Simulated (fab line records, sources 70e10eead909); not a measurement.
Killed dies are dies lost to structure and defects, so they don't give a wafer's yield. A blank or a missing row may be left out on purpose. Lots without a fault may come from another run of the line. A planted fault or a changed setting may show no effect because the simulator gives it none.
A struck lot beside a sound one | flow nand_harc | 15 steps out of a route of 1302
Sound: wafers L293.1, L293.2, L293.5. Struck: wafers L306.1, L306.2, L306.3. The cause comes at the end.
At each step with rows: each side's tool, then ch and its chambers, then its first start. Under that, the readings that differ: sound wafers | struck wafers | difference of the means | sigmas: that difference in standard deviations of wafers without a fault.
alike: readings whose means differ by less than 2 such deviations, and words and numbers that are the same on both sides. not compared: withheld readings, readings that some wafer has no value for, bounds like >300 that may hide the same value, and numbers for which the record gives no deviation and whose values overlap.
The two part at a step that has a row with sigmas, a row that says differs or no value, or rows on one side only. Numbers that don't overlap but have no deviation are shown without sigmas and don't part them. A reading that every wafer of one side lacks parts them only if that side has two wafers or more.

first, 6 steps without rows for these wafers: NHARC_A_CONTACT_COAT_36 (resist thk 90 nm); NHARC_A_CONTACT_SOFTBAKE_37 (time 55 s); NHARC_A_CONTACT_EBR_38; NHARC_A_CONTACT_EXPOSE_39 (exposes mask A CC 3); NHARC_A_CONTACT_PEB_40 (peb time 65 s); NHARC_A_CONTACT_DEVELOP_41 (develop time 35 s).
NHARC_A_CONTACT_CD_MEAS_42: target cd 300 nm.
  sound on cd_sem-03 ch 0, day 22 12:13; struck on cd_sem-03 ch 0, day 28 00:50
  alike: cd_nm
NHARC_A_CONTACT_OVL_MEAS_43:
  sound on overlay-02, day 22 12:19; struck on overlay-02, day 28 00:56
  alike: overlay_x_nm, overlay_y_nm
NHARC_A_CONTACT_INSPECT_44:
  sound on defect_inspect-01, day 22 12:21; struck on defect_inspect-01, day 28 00:58
  alike: raw_defect_count
NHARC_A_CONTACT_DESCUM_47: chemistry O2, time 3 s.
  sound on rie_diel-13 ch 0,1,2, day 22 12:25; struck on rie_diel-03 ch 0,1,3, day 28 01:02
  alike: chamber_pressure_mTorr, drypump_motor_current_A, oes_product_au, rf_vpp_V, showerhead_plenum_p_Torr, throttle_valve_pct
  not compared: rf_hours_counter_h
NHARC_A_CONTACT_ETCH_48: etches the open film in CF4, target depth 39 nm, time 65 s.
  sound on rie_diel-13 ch 0,1,3, day 22 12:29; struck on rie_diel-03 ch 0,1,3, day 28 01:07
  alike: chamber_pressure_mTorr, drypump_motor_current_A, oes_product_au, rf_fwd_power_W, rf_vpp_V, run_length_s, showerhead_plenum_p_Torr, throttle_valve_pct
  not compared: rf_hours_counter_h
NHARC_A_CONTACT_ETCH_49: etches the open film in N2/H2, target depth 260 nm, time 475.3 s.
  sound on rie_diel-13 ch 0,3; struck on rie_diel-03 ch 0,1,3
  alike: chamber_pressure_mTorr, drypump_motor_current_A, oes_product_au, rf_fwd_power_W, rf_vpp_V, run_length_s, showerhead_plenum_p_Torr, throttle_valve_pct
  not compared: rf_hours_counter_h
NHARC_A_CONTACT_ETCH_50: etches the open film in CF4/CHF3, target depth 121 nm, time 60.5 s.
  sound on rie_diel-13 ch 2,3, day 22 12:56; struck on rie_diel-03 ch 0,1,2, day 28 01:34
  reading            | sound             | struck         | difference                    | sigmas
  rf_fwd_power_W (W) | 495.6 495.4 497.1 | - - -          | no value on the struck wafers |
  run_length_s (s)   | 81.7 80.7 81.0    | 70.3 70.8 70.2 | -10.7                         | -22
  alike: chamber_pressure_mTorr, drypump_motor_current_A, oes_product_au, rf_vpp_V, showerhead_plenum_p_Torr, throttle_valve_pct
  not compared: rf_hours_counter_h
NHARC_A_CONTACT_ETCH_51: etches the open film in O2/COS, target depth 7000 nm, time 1820 s.
  sound on rie_diel-13 ch 1,2,3; struck on rie_diel-03 ch 0,1,3
  alike: chamber_pressure_mTorr, drypump_motor_current_A, oes_product_au, rf_fwd_power_W, rf_vpp_V, run_length_s, showerhead_plenum_p_Torr, throttle_valve_pct
  not compared: rf_hours_counter_h
-- the record jumps here: 3 days lie between the struck wafers' starts before and after (it left off in module A_CONTACT and takes up again in module END, whose first step shown is number 1302 of the route) --
NHARC_END_SORT_01:
  the record has rows for the struck wafers here (prober-02 ch 0, day 30 23:43) and none for the sound ones

WHERE THEY PART
First at NHARC_A_CONTACT_ETCH_50; last, within this record, at NHARC_END_SORT_01.

WHY: what the simulator had put in
Process parameter drift: rie_diel-03, from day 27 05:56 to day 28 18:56, at NHARC_A_CONTACT_ETCH_50. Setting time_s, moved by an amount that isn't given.
